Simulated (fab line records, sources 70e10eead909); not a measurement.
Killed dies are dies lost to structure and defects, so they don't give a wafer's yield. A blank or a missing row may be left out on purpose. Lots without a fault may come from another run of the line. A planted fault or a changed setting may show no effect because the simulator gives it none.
Chamber matching | flow nand_harc | NHARC_A_BLC_ETCH_16 on rie_diel-09: 4 sister chambers
The step etches the open film in CF4, target depth 39 nm, time 65 s. 14 wafers are shown with their chamber, then 7 later ones without.

WAFERS WITH THEIR CHAMBER
wafer  | chamber | showerhead_plenum_p_Torr (Torr) | drypump_motor_current_A (A) | rf_vpp_V (V)
L367.1 | 0       | 1.79                            | 5.36                        | 152.1
L367.2 | 3       | 1.68                            | 5.51                        | 149.3
L367.5 | 2       | 1.66                            | 5.82                        | 148.8
L370.1 | 2       | 1.66                            | 5.80                        | 150.2
L370.2 | 3       | 1.69                            | 5.56                        | 149.1
L370.3 | 1       | 1.88                            | 5.69                        | 153.3
L371.2 | 1       | 1.88                            | 5.70                        | 152.2
L371.3 | 2       | 1.66                            | 5.83                        | 152.0
L371.6 | 0       | 1.79                            | 5.36                        | 150.2
L373.2 | 2       | 1.66                            | 5.81                        | 150.5
L373.3 | 0       | 1.79                            | 5.37                        | 150.5
L373.6 | 1       | 1.88                            | 5.72                        | 151.8
L374.3 | 1       | 1.88                            | 5.70                        | 152.4
L374.4 | 0       | 1.79                            | 5.39                        | 152.5

SIGNATURES (means of the wafers above)
reading                  | chamber 0 | chamber 1 | chamber 2 | chamber 3 | scatter within a chamber
showerhead_plenum_p_Torr | 1.7900    | 1.8800    | 1.6600    | 1.6850    | 0.00224
drypump_motor_current_A  | 5.3700    | 5.7025    | 5.8150    | 5.5350    | 0.0168
rf_vpp_V                 | 151.325   | 152.425   | 150.375   | 149.200   | 1.02
Rule: a wafer's distance from a chamber is the root of the sum, over the readings, of the square of ((its reading less the chamber's mean) divided by the reading's scatter). The wafer belongs to the nearest chamber; if the next one is less than 2 further off, it can't be placed. The scatter: the root of (the sum of the squares of (reading less its chamber's mean) over the shown wafers, divided by (wafers less chambers)).

WAFERS WITHOUT THEIR CHAMBER
wafer  | showerhead_plenum_p_Torr (Torr) | drypump_motor_current_A (A) | rf_vpp_V (V)
L374.6 | 1.88                            | 5.72                        | 153.5
L379.1 | 1.66                            | 5.85                        | 149.1
L379.4 | 1.88                            | 5.71                        | 152.6
L379.6 | 1.88                            | 5.73                        | 154.6
L380.1 | 1.79                            | 5.39                        | 151.5
L380.4 | 1.88                            | 5.73                        | 152.1
L380.6 | 1.68                            | 5.51                        | 149.5

WHICH CHAMBER EACH WENT THROUGH
wafer  | from the rows above | in truth
L374.6 | 1                   | 1
L379.1 | 2                   | 2
L379.4 | 1                   | 1
L379.6 | 1                   | 1
L380.1 | 0                   | 0
L380.4 | 1                   | 1
L380.6 | 3                   | 3
Placed correctly: 7 of 7. Can't be placed from these rows: 0. Placed wrongly: 0.
